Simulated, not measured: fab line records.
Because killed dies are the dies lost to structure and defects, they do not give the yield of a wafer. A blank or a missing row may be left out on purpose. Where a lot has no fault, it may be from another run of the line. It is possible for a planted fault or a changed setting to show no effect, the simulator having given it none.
fab line records	flow n5Finfet
record lots=7	wafers=39
route steps=1938 shown BEOL_M6@1239 BEOL_M9@1419
startH: start of the lot's first displayed wafer, in hours after the record's first day	waitH: how many hours have passed since the lot's step before this one	" repeats the value in the row above	L1.1+2: a row that stands for several wafers	- no value, or no start given	* or withheld: withheld	< > ~ a bound
route shown NAME@n: NAME is a module with steps in the file, n the number in the route of the first one	usual: mean/standard deviation of fault-free wafers	same: alike in all rows	chamber/n: place in a boat	sites: per-site readings	_std_site: standard deviation of those values	_edge_site: mean of outer sites minus mean of inner sites	radiusMm: how far each site lies from the wafer's centre	mask NAME#n: copy n	behind: the most recent tool/chamber to have shaped the wafer	hold: cause of the lot's hold/its duration in hours/its outcome	device: which transistor (n, p or np) failed to switch	end of line: tests run on the same wafers once the route is complete	a step given without rows: its recipe and nothing more	killed: count of dies lost to structure and defects at first sort (not the wafer's yield)	map: per-die view of a wafer (x killed, . not killed, _ where there is no die)
set.NAME: setting as actually run; set.NAME@STEP: the setting as run at that earlier step	model.NAME: the simulator's own value behind a step, which no gauge read
lots with deliberately changed settings; one table per step, one row per wafer
## steps
# step N5_BEOL_M6_TRENCH_ETCH_37
# recipe chemistry=C4F6/O2	targetDepthA=944.35	target=SiCOH_lowk	timeS=31.5	ionEnergyEv=250	pressureMtorr=30	sourceW=345	biasW=185	Ar_flow_sccm=300	C4F6_flow_sccm=10	O2_flow_sccm=10
lot.wafer	tool	chamber	startH	waitH	set.timeS	model.etch.depthNm	model.BEOL_M6.featureDepthNm	model.TiN_of_BEOL_M6_HM_DEP_02.thkNm
L074.1	rieDiel-05	0	-	-	31.5	95.19	95.2	17.2
L074.2	"	1	"	"	31.5	94.96	95	17.6
L074.3	"	2	"	"	31.5	94.26	94.2	17.4
L074.4	"	3	"	"	31.5	91.03	91	17.6
L074.5	"	2	"	"	31.5	94.61	94.6	17.2
L074.6	"	3	"	"	31.5	91.41	91.4	17.6
L081.1	rieDiel-02	3	-	-	23.68	68.61	68.6	18
L081.2	"	1	"	"	23.68	71.12	71.2	18
L081.3	"	0	"	"	23.68	70.34	70.4	17.8
L081.4	"	2	"	"	31.5	91.81	91.8	17.4
L081.5	"	2	"	"	31.5	92.05	92	17.4
L081.6	"	3	"	"	31.5	91.17	91.2	17.2
L084.1	rieDiel-02	0	-	-	31.5	93.02	93	17.2
L084.2	"	3	"	"	25.83	76.53	76.6	17.8
L084.3	"	2	"	"	31.5	92.51	92.6	17.2
L084.4	"	1	"	"	25.83	77.58	77.6	17.6
L084.5	"	0	"	"	25.83	76.65	76.6	17.6
L084.6	"	3	"	"	31.5	93.38	93.4	17.2
L085.1	rieDiel-06	3	-	-	31.5	96.11	96.2	17
L085.2	"	1	"	"	18.66	56.45	56.4	18
L085.3	"	2	"	"	31.5	92.76	92.8	17.2
L085.4	"	1	"	"	31.5	95.97	96	16.8
L085.5	"	3	"	"	18.66	57.07	57	18
L085.6	"	2	"	"	18.66	54.95	55	18.2
L090.1	rieDiel-05	2	-	-	31.5	94.69	94.6	17.6
L090.3	"	0	"	"	31.5	96.39	96.4	17.2
L090.5	"	0	"	"	31.5	95.89	95.8	17.4
L095.1	rieDiel-05	2	-	-	37.56	113.5	113.4	16.6
L095.2	"	3	"	"	37.56	109.9	110	16.6
L095.3	"	0	"	"	31.5	95.97	96	17
L095.4	"	1	"	"	37.56	112.6	112.6	16.6
L095.5	"	2	"	"	31.5	94.55	94.6	17
L095.6	"	3	"	"	31.5	92.03	92	17
L096.1	rieDiel-05	1	-	-	24.48	73.26	73.2	17.8
L096.2	"	3	"	"	24.48	71.5	71.6	18
L096.3	"	2	"	"	31.5	93.62	93.6	17.2
L096.4	"	0	"	"	31.5	95.73	95.8	17
L096.5	"	0	"	"	24.48	73.97	74	17.8
L096.6	"	1	"	"	31.5	94.42	94.4	17
# step N5_BEOL_M6_ETCH_41
# recipe chemistry=CH3F/O2	target=SiCN	targetDepthA=297	taperDeg=2	timeS=52	ionEnergyEv=120	maskMaterial=TiN	pressureMtorr=30	sourceW=395	biasW=75	Ar_flow_sccm=150	CH3F_flow_sccm=30	O2_flow_sccm=20
# step N5_BEOL_M6_STRIP_80
# recipe chemistry=N2/H2	timeS=10	powerW=450	tempC=40	pressureMtorr=20	rfFrequencyHz=6e+07	biasPowerW=7	n2FlowSccm=200	h2FlowSccm=200
# step N5_BEOL_M6_OCD_MEAS_38
# usual trenchDepthNm=93.9/1.5
lot.wafer	tool	chamber	startH	waitH	set.timeS@BEOL_M6_TRENCH_ETCH_37	trenchDepthNm
L074.1	ocd-01	-	187.71	-	31.5	95.2
L074.2	"	-	"	"	31.5	94.9
L074.3	"	-	"	"	31.5	94.3
L074.4	"	-	"	"	31.5	91.3
L074.5	"	-	"	"	31.5	94.3
L074.6	"	-	"	"	31.5	91.0
L081.1	ocd-02	-	237.64	-	23.68	68.8
L081.2	"	-	"	"	23.68	71.4
L081.3	"	-	"	"	23.68	70.1
L081.4	"	-	"	"	31.5	92.2
L081.5	"	-	"	"	31.5	92.3
L081.6	"	-	"	"	31.5	90.7
L084.1	ocd-02	-	261.13	-	31.5	93.1
L084.2	"	-	"	"	25.83	76.1
L084.3	"	-	"	"	31.5	93.3
L084.4	"	-	"	"	25.83	77.7
L084.5	"	-	"	"	25.83	76.5
L084.6	"	-	"	"	31.5	93.1
L085.1	ocd-01	-	268.65	-	31.5	95.9
L085.2	"	-	"	"	18.66	56.3
L085.3	"	-	"	"	31.5	92.9
L085.4	"	-	"	"	31.5	95.9
L085.5	"	-	"	"	18.66	57.5
L085.6	"	-	"	"	18.66	54.7
L090.1	ocd-02	-	285.90	-	31.5	95.4
L090.3	"	-	"	"	31.5	96.5
L090.5	"	-	"	"	31.5	96.0
L095.1	ocd-02	-	323.94	-	37.56	113.2
L095.2	"	-	"	"	37.56	109.6
L095.3	"	-	"	"	31.5	95.9
L095.4	"	-	"	"	37.56	112.7
L095.5	"	-	"	"	31.5	94.4
L095.6	"	-	"	"	31.5	92.3
L096.1	ocd-02	-	324.33	-	24.48	73.5
L096.2	"	-	"	"	24.48	71.1
L096.3	"	-	"	"	31.5	93.8
L096.4	"	-	"	"	31.5	95.6
L096.5	"	-	"	"	24.48	74.3
L096.6	"	-	"	"	31.5	94.4
# step N5_BEOL_M6_HM_STRIP_39
# recipe chemistry=peroxideTinStrip	material=TiN	targetDepthA=250	tempC=50	timeS=158
# step N5_BEOL_M6_SRD_40
# recipe timeS=30	tempC=23	rinseLiquid=diw	dry=ipaMarangoni
# step N5_BEOL_M6_ECD_50
# recipe material=Cu	targetThkA=3000
# step N5_BEOL_M6_ANNEAL_51
# recipe tempC=225	timeS=90	ambient=N2
# step N5_BEOL_M6_CMP_52
# recipe stopOn=SiCOH_lowk	tOverpolishS=6.9	downForcePsi=1	platenRpm=50	clearingPlatenDownForcePsi=1.5	clearingPlatenRpm=50	postCmpClean=cuAlkaline	targetThkNm=80	clearingPlatenPadVelocityMS=0.99484	padVelocityMS=0.99484
lot.wafer	tool	chamber	startH	waitH	set.timeS@BEOL_M6_TRENCH_ETCH_37	model.Cu_of_BEOL_M6_ECD_50.thkNm
L074.4	cmp-03	2	189.90	0.1	31.5	78.2
L074.3	"	3	"	"	31.5	78.8
L074.2	"	0	"	"	31.5	81
L074.1	"	1	"	"	31.5	82.6
L074.5	"	2	"	"	31.5	81.2
L074.6	"	3	"	"	31.5	76.2
L081.4	cmp-02	3	239.88	0.1	31.5	77.4
L081.3	"	0	"	"	23.68	54.6
L081.1	"	1	"	"	23.68	52.4
L081.2	"	2	"	"	23.68	57
L081.6	"	3	"	"	31.5	75.8
L081.5	"	0	"	"	31.5	75.6
L084.1	cmp-03	1	263.13	0.3	31.5	80.4
L084.4	"	2	"	"	25.83	66
L084.2	"	3	"	"	25.83	61.4
L084.3	"	0	"	"	31.5	78.8
L084.6	"	1	"	"	31.5	81
L084.5	"	2	"	"	25.83	65.2
L085.2	cmp-02	1	271.63	0.2	18.66	40.8
L085.1	"	2	"	"	31.5	82.2
L085.3	"	3	"	"	31.5	79.2
L085.4	"	0	"	"	31.5	80.2
L085.5	"	1	"	"	18.66	41.4
L085.6	"	2	"	"	18.66	40.4
L090.3	cmp-03	2	288.57	0.3	31.5	82
L090.1	"	3	"	"	31.5	80.2
L090.5	"	0	"	"	31.5	83
L095.2	cmp-02	1	326.27	0.3	37.56	94.8
L095.4	"	2	"	"	37.56	97.6
L095.1	"	3	"	"	37.56	99.2
L095.3+5	"	0,2	"	"	31.5	80
L095.6	"	1	"	"	31.5	77.8
L096.4	cmp-03	1	326.84	0.3	31.5	82.4
L096.3	"	2	"	"	31.5	80.4
L096.1	"	3	"	"	24.48	59.6
L096.2	"	0	"	"	24.48	58.4
L096.6	"	1	"	"	31.5	82.8
L096.5	"	2	"	"	24.48	60.8
# step N5_BEOL_M6_THK_MEAS_53
# recipe thkMeasGauge=xrf	reads=Cu_of_BEOL_M6_ECD_50
# usual M6_THK=78.3/1.9
lot.wafer	tool	chamber	startH	waitH	set.timeS@BEOL_M6_TRENCH_ETCH_37	M6_THK[nm]
L074.1	filmMetro-02	-	190.19	-	31.5	81.6
L074.2	"	-	"	"	31.5	80.1
L074.3	"	-	"	"	31.5	78.4
L074.4	"	-	"	"	31.5	77.7
L074.5	"	-	"	"	31.5	80.3
L074.6	"	-	"	"	31.5	75.2
L081.1	filmMetro-01	-	240.18	-	23.68	51.8
L081.2	"	-	"	"	23.68	56.3
L081.3	"	-	"	"	23.68	53.9
L081.4	"	-	"	"	31.5	76.5
L081.5	"	-	"	"	31.5	74.6
L081.6	"	-	"	"	31.5	74.8
L084.1	filmMetro-01	-	263.43	-	31.5	78.9
L084.2	"	-	"	"	25.83	60.2
L084.3	"	-	"	"	31.5	77.2
L084.4	"	-	"	"	25.83	64.8
L084.5	"	-	"	"	25.83	64.0
L084.6	"	-	"	"	31.5	79.6
L085.1	filmMetro-01	-	271.92	-	31.5	81.4
L085.2	"	-	"	"	18.66	40.6
L085.3	"	-	"	"	31.5	78.6
L085.4	"	-	"	"	31.5	79.4
L085.5	"	-	"	"	18.66	41.0
L085.6	"	-	"	"	18.66	39.8
L090.1	filmMetro-01	-	288.79	-	31.5	78.3
L090.3	"	-	"	"	31.5	80.5
L090.5	"	-	"	"	31.5	81.4
L095.1	filmMetro-01	-	326.56	-	37.56	96.7
L095.2	"	-	"	"	37.56	92.0
L095.3	"	-	"	"	31.5	77.9
L095.4	"	-	"	"	37.56	95.3
L095.5	"	-	"	"	31.5	78.1
L095.6	"	-	"	"	31.5	75.6
L096.1	filmMetro-02	-	327.13	-	24.48	59.0
L096.2	"	-	"	"	24.48	57.8
L096.3	"	-	"	"	31.5	79.8
L096.4	"	-	"	"	31.5	81.4
L096.5	"	-	"	"	24.48	60.0
L096.6	"	-	"	"	31.5	82.1
# step N5_BEOL_M6_PRE_CLEAN_55
# recipe gas=NH3	timeS=15	tempC=withheld	rfPowerW=300
# step N5_BEOL_M6_DEP_56
# recipe material=SiCN	targetThkA=100	tempC=withheld	precursor=3MS/NH3	pressureTorr=3	rfW=202	timeS=17.5
# step N5_BEOL_M6_RS_MEAS_57
# recipe thkMeasGauge=four-point-probe	reads=Cu_of_BEOL_M6_ECD_50+Co_of_BEOL_M6_CVD_78+TaN_of_BEOL_M6_ALD_77
# usual M6_RS=0.288/0.0082
lot.wafer	tool	chamber	startH	waitH	set.timeS@BEOL_M6_TRENCH_ETCH_37	M6_RS[ohm/sq]
L074.1	filmMetro-01	-	190.38	0.1	31.5	0.276
L074.2	"	-	"	"	31.5	0.282
L074.3	"	-	"	"	31.5	0.292
L074.4	"	-	"	"	31.5	0.293
L074.5	"	-	"	"	31.5	0.280
L074.6	"	-	"	"	31.5	0.303
L081.1	filmMetro-02	-	240.31	0.1	23.68	0.478
L081.2	"	-	"	"	23.68	0.430
L081.3	"	-	"	"	23.68	0.453
L081.4	"	-	"	"	31.5	0.298
L081.5	"	-	"	"	31.5	0.307
L081.6	"	-	"	"	31.5	0.305
L084.1	filmMetro-01	-	263.56	0.1	31.5	0.284
L084.2	"	-	"	"	25.83	0.391
L084.3	"	-	"	"	31.5	0.292
L084.4	"	-	"	"	25.83	0.359
L084.5	"	-	"	"	25.83	0.365
L084.6	"	-	"	"	31.5	0.282
L085.1	filmMetro-01	-	272.06	0.1	31.5	0.277
L085.2	"	-	"	"	18.66	0.655
L085.3	"	-	"	"	31.5	0.289
L085.4	"	-	"	"	31.5	0.285
L085.5	"	-	"	"	18.66	0.642
L085.6	"	-	"	"	18.66	0.665
L090.1	filmMetro-02	-	288.92	0.1	31.5	0.286
L090.3	"	-	"	"	31.5	0.278
L090.5	"	-	"	"	31.5	0.275
L095.1	filmMetro-01	-	326.69	0.1	37.56	0.223
L095.2	"	-	"	"	37.56	0.235
L095.3	"	-	"	"	31.5	0.285
L095.4	"	-	"	"	37.56	0.227
L095.5	"	-	"	"	31.5	0.286
L095.6	"	-	"	"	31.5	0.295
L096.1	filmMetro-02	-	327.26	0.1	24.48	0.409
L096.2	"	-	"	"	24.48	0.418
L096.3	"	-	"	"	31.5	0.285
L096.4	"	-	"	"	31.5	0.276
L096.5	"	-	"	"	24.48	0.398
L096.6	"	-	"	"	31.5	0.275
# step N5_BEOL_M9_ETCH_62
# recipe chemistry=N2/H2	target=SOC	targetDepthA=1100	overetchA=220	maskMaterial=SiARC	tempC=40	timeS=165	ionEnergyEv=200	pressureMtorr=30	sourceW=840	biasW=150	n2FlowSccm=200	h2FlowSccm=200
lot.wafer	tool	chamber	startH	waitH	set.timeS	model.etch.depthNm	model.SiARC_of_BEOL_M9_COAT_60.thkNm	model.BEOL_M9.cdOffsetNm
L074.1	rieDiel-01	2	205.89	0.0	219.6	100.3	21	1.4
L074.2	"	0	"	"	165	100.2	23.6	0.2
L074.3	"	3	"	"	219.6	99.92	21.2	1.2
L074.4	"	3	"	"	165	100.1	23.4	-0.2
L074.5	"	2	"	"	219.6	100.4	21	1.4
L074.6	"	0	"	"	165	100.1	23.4	0.8
L081.1	rieDiel-01	2	258.78	0.0	68.59	57.35	27.2	-1.8
L081.2	"	1	"	"	165	100.1	23.4	-0.2
L081.3	"	0	"	"	165	100	23.6	-0.4
L081.4	"	3	"	"	68.59	55.69	27.4	-2
L081.5	"	1	"	"	165	100.2	23.4	-0.2
L081.6	"	0	"	"	68.59	56.67	27.4	-1.8
L084.1	rieDiel-03	1	284.57	0.0	252.2	99.84	20	0.8
L084.2	"	2	"	"	165	100	23.4	-0.6
L084.3	"	3	"	"	165	100.3	23.4	-0.8
L084.4	"	0	"	"	252.2	99.94	20.2	1
L084.5	"	0	"	"	252.2	100	20.2	1.4
L084.6	"	1	"	"	165	99.87	23.4	-0.2
L085.1	rieDiel-04	1	293.42	0.0	228.8	100.5	20.8	1.2
L085.2	"	2	"	"	165	100.5	23.4	-0.2
L085.3	"	0	"	"	165	100.6	23.6	0.8
L085.4	"	3	"	"	228.8	100.4	21	1.4
L085.5	"	3	"	"	165	100.7	23.6	0.2
L085.6	"	0	"	"	228.8	100.3	21.2	1.4
L090.1	rieDiel-04	1	312.19	0.0	165	100.1	23.4	0
L090.3	"	2	"	"	165	100.2	23.6	0
L090.5	"	2	"	"	165	100.2	23.6	0.4
L096.1	rieDiel-04	0	344.42	0.0	165	99.88	23.8	1.2
L096.2	"	2	"	"	73.98	59.99	27	-0.6
L096.3	"	1	"	"	73.98	61.55	27.2	-1.4
L096.4	"	3	"	"	165	100.2	23.4	0.8
L096.5	"	3	"	"	165	100.2	23.6	0.6
L096.6	"	0	"	"	73.98	58.68	27.2	-1.2
L095.1	rieDiel-01	1	347.66	0.0	125.4	99.85	24.8	-0.6
L095.2	"	2	"	"	165	100.4	23.2	1
L095.3	"	3	"	"	165	99.96	23.2	0
L095.4	"	0	"	"	125.4	100.2	25	-0.8
L095.5	"	3	"	"	165	99.89	23.2	0.2
L095.6	"	0	"	"	125.4	100.4	25	-0.2
# step N5_BEOL_M9_STRIP_68
# recipe chemistry=N2/H2	tempC=40	n2FlowSccm=200	h2FlowSccm=200	rfFrequencyHz=6e+07
# step N5_BEOL_M9_STRIP_67
# recipe chemistry=CF4	resist=SiARC	powerW=300	biasPowerW=75	pressureMtorr=50	cf4FlowSccm=150	rfFrequencyHz=6e+07
# step N5_BEOL_M9_HM_OPEN_17
# recipe chemistry=Cl2/BCl3	targetDepthA=200	overetchA=60	target=TiN	maskMaterial=SOC	ionEnergyEv=150	pressureMtorr=10	icpW=1000	biasW=126	Cl2_flow_sccm=53.25	bcl3FlowSccm=21.75	Ar_flow_sccm=25
lot.wafer	tool	chamber	startH	waitH	set.timeS@BEOL_M9_ETCH_62	model.BEOL_M9.cdOffsetNm
L074.1+5	rieMetal-01	1	206.08	0.0	219.6	1.6
L074.2	"	0	"	"	165	0.2
L074.3	"	1	"	"	219.6	1.4
L074.4	"	0	"	"	165	-0.2
L074.6	"	0	"	"	165	0.6
L081.1	rieMetal-01	1	258.97	0.0	68.59	-1.8
L081.2	"	0	"	"	165	0
L081.3+5	"	1,0	"	"	165	-0.2
L081.4	"	0	"	"	68.59	-2
L081.6	"	1	"	"	68.59	-1.6
L084.1	rieMetal-01	1	284.76	0.0	252.2	1
L084.2+3	"	0	"	"	165	-0.6
L084.4	"	1	"	"	252.2	1.2
L084.5	"	0	"	"	252.2	1.4
L084.6	"	1	"	"	165	-0.2
L085.1	rieMetal-02	0	293.61	0.0	228.8	1.2
L085.2	"	1	"	"	165	-0.2
L085.3	"	0	"	"	165	0.8
L085.4+6	"	1,0	"	"	228.8	1.4
L085.5	"	1	"	"	165	0.2
L090.1+3	rieMetal-02	1	312.38	0.0	165	0
L090.5	"	0	"	"	165	0.6
L096.1	rieMetal-03	1	344.61	0.0	165	1.2
L096.2	"	0	"	"	73.98	-0.6
L096.3	"	1	"	"	73.98	-1.4
L096.4	"	0	"	"	165	0.8
L096.5	"	0	"	"	165	0.6
L096.6	"	1	"	"	73.98	-1.2
L095.1	rieMetal-03	1	347.84	0.0	125.4	-0.6
L095.2	"	0	"	"	165	1.2
L095.3+5	"	0,1	"	"	165	0.2
L095.4	"	1	"	"	125.4	-0.8
L095.6	"	0	"	"	125.4	-0.2
# step N5_BEOL_M9_STRIP_19
# recipe chemistry=O2	powerW=400	tempC=40	pressureMtorr=30	rfFrequencyHz=6e+07	biasPowerW=0	overashFraction=0.2	o2FlowSccm=225
# step N5_BEOL_M9_CD_MEAS_18
# recipe pitchNm=140	targetCdNm=70
# usual cdNm=70.1/0.59
lot.wafer	tool	chamber	startH	waitH	set.timeS@BEOL_M9_ETCH_62	cdNm
L074.1	cdSem-01	-	206.26	0.0	219.6	71.8
L074.2	"	-	"	"	165	70.4
L074.3	"	-	"	"	219.6	71.9
L074.4	"	-	"	"	165	70.1
L074.5	"	-	"	"	219.6	71.3
L074.6	"	-	"	"	165	70.4
L081.1	cdSem-01	-	259.15	0.0	68.59	-
L081.2	"	-	"	"	165	69.6
L081.3	"	-	"	"	165	69.7
L081.4	"	-	"	"	68.59	-
L081.5	"	-	"	"	165	69.7
L081.6	"	-	"	"	68.59	-
L084.1	cdSem-03	-	284.94	0.0	252.2	71.2
L084.2	"	-	"	"	165	69.4
L084.3	"	-	"	"	165	69.4
L084.4	"	-	"	"	252.2	71.5
L084.5	"	-	"	"	252.2	72.1
L084.6	"	-	"	"	165	69.8
L085.1	cdSem-01	-	293.79	0.0	228.8	71.4
L085.2	"	-	"	"	165	70.0
L085.3	"	-	"	"	165	70.5
L085.4	"	-	"	"	228.8	71.7
L085.5	"	-	"	"	165	70.3
L085.6	"	-	"	"	228.8	71.7
L090.1	cdSem-01	-	312.64	0.0	165	70.2
L090.3	"	-	"	"	165	69.8
L090.5	"	-	"	"	165	70.6
L096.1	cdSem-02	-	344.79	0.0	165	71.2
L096.2	"	-	"	"	73.98	-
L096.3	"	-	"	"	73.98	-
L096.4	"	-	"	"	165	70.5
L096.5	"	-	"	"	165	70.6
L096.6	"	-	"	"	73.98	-
L095.1	cdSem-03	-	348.16	0.0	125.4	69.6
L095.2	"	-	"	"	165	71.3
L095.3	"	-	"	"	165	69.8
L095.4	"	-	"	"	125.4	69.4
L095.5	"	-	"	"	165	70.2
L095.6	"	-	"	"	125.4	69.6
# step N5_BEOL_M9_COAT_63
# recipe resist=SOC	tempC=250	timeS=60	spinRpm=1500	resistThkNm=60
# step N5_BEOL_M9_COAT_64
# recipe resist=SiARC	tempC=220	timeS=60	spinRpm=1500	resistThkNm=12
# step N5_BEOL_M9_PRECLEAN_42
# recipe chemistry=residueRemover	timeS=60	tempC=40
# step N5_BEOL_M9_SRD_43
# recipe timeS=30	tempC=23	rinseLiquid=diw	dry=ipaMarangoni
# step N5_BEOL_M9_CD_MEAS_35
# recipe targetCdNm=70	targetCdYNm=40	polarity=opening
# usual cdNm=70.1/0.59
lot.wafer	tool	chamber	startH	waitH	set.timeS@BEOL_M9_ETCH_62	cdNm
L074.1	cdSem-02	-	209.73	0.0	219.6	71.7
L074.2	"	-	"	"	165	70.3
L074.3	"	-	"	"	219.6	71.4
L074.4	"	-	"	"	165	69.6
L074.5	"	-	"	"	219.6	71.8
L074.6	"	-	"	"	165	70.6
L081.1	cdSem-02	-	260.72	0.0	68.59	-
L081.2	"	-	"	"	165	70.4
L081.3	"	-	"	"	165	70.0
L081.4	"	-	"	"	68.59	-
L081.5	"	-	"	"	165	69.6
L081.6	"	-	"	"	68.59	-
L084.1	cdSem-01	-	286.03	0.0	252.2	71.5
L084.2	"	-	"	"	165	69.7
L084.3	"	-	"	"	165	69.5
L084.4	"	-	"	"	252.2	72.1
L084.5	"	-	"	"	252.2	72.1
L084.6	"	-	"	"	165	69.8
L085.1	cdSem-03	-	296.56	0.0	228.8	71.3
L085.2	"	-	"	"	165	69.9
L085.3	"	-	"	"	165	70.8
L085.4	"	-	"	"	228.8	71.8
L085.5	"	-	"	"	165	70.3
L085.6	"	-	"	"	228.8	72.0
L090.1	cdSem-03	-	315.73	0.0	165	69.7
L090.3	"	-	"	"	165	69.7
L090.5	"	-	"	"	165	70.6
L096.1	cdSem-02	-	347.75	0.0	165	70.8
L096.2	"	-	"	"	73.98	-
L096.3	"	-	"	"	73.98	-
L096.4	"	-	"	"	165	70.6
L096.5	"	-	"	"	165	70.6
L096.6	"	-	"	"	73.98	-
L095.1	cdSem-02	-	350.07	0.0	125.4	69.4
L095.2	"	-	"	"	165	71.3
L095.3	"	-	"	"	165	70.0
L095.4	"	-	"	"	125.4	69.2
L095.5	"	-	"	"	165	70.2
L095.6	"	-	"	"	125.4	69.9
## key
split step=N5_BEOL_M6_TRENCH_ETCH_37	setting=timeS	stated=31.5	by=wafer
response step=N5_BEOL_M6_TRENCH_ETCH_37	reading=model.etch.depthNm	change=+0.932	per=1%	r=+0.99
response step=N5_BEOL_M6_TRENCH_ETCH_37	reading=model.BEOL_M6.featureDepthNm	change=+0.933	per=1%	r=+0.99
response step=N5_BEOL_M6_TRENCH_ETCH_37	reading=model.TiN_of_BEOL_M6_HM_DEP_02.thkNm	change=-0.0266	per=1%	r=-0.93
response step=N5_BEOL_M6_OCD_MEAS_38	reading=trenchDepthNm	change=+0.932	per=1%	r=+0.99
response step=N5_BEOL_M6_CMP_52	reading=model.Cu_of_BEOL_M6_ECD_50.thkNm	change=+0.946	per=1%	r=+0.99
response step=N5_BEOL_M6_THK_MEAS_53	reading=M6_THK	change=+0.936	per=1%	r=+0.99
response step=N5_BEOL_M6_RS_MEAS_57	reading=M6_RS	change=-0.00704	per=1%	r=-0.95
split step=N5_BEOL_M9_ETCH_62	setting=timeS	stated=165	by=wafer
response step=N5_BEOL_M9_ETCH_62	reading=model.etch.depthNm	shape=bent	atLowest=56.57	atStated=100.2	atHighest=99.94
response step=N5_BEOL_M9_ETCH_62	reading=model.SiARC_of_BEOL_M9_COAT_60.thkNm	change=-0.0654	per=1%	r=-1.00
response step=N5_BEOL_M9_ETCH_62	reading=model.BEOL_M9.cdOffsetNm	change=+0.0309	per=1%	r=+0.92
response step=N5_BEOL_M9_HM_OPEN_17	reading=model.BEOL_M9.cdOffsetNm	change=+0.0325	per=1%	r=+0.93
response step=N5_BEOL_M9_CD_MEAS_18	reading=cdNm	change=+0.039	per=1%	r=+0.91
response step=N5_BEOL_M9_CD_MEAS_35	reading=cdNm	change=+0.0411	per=1%	r=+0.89
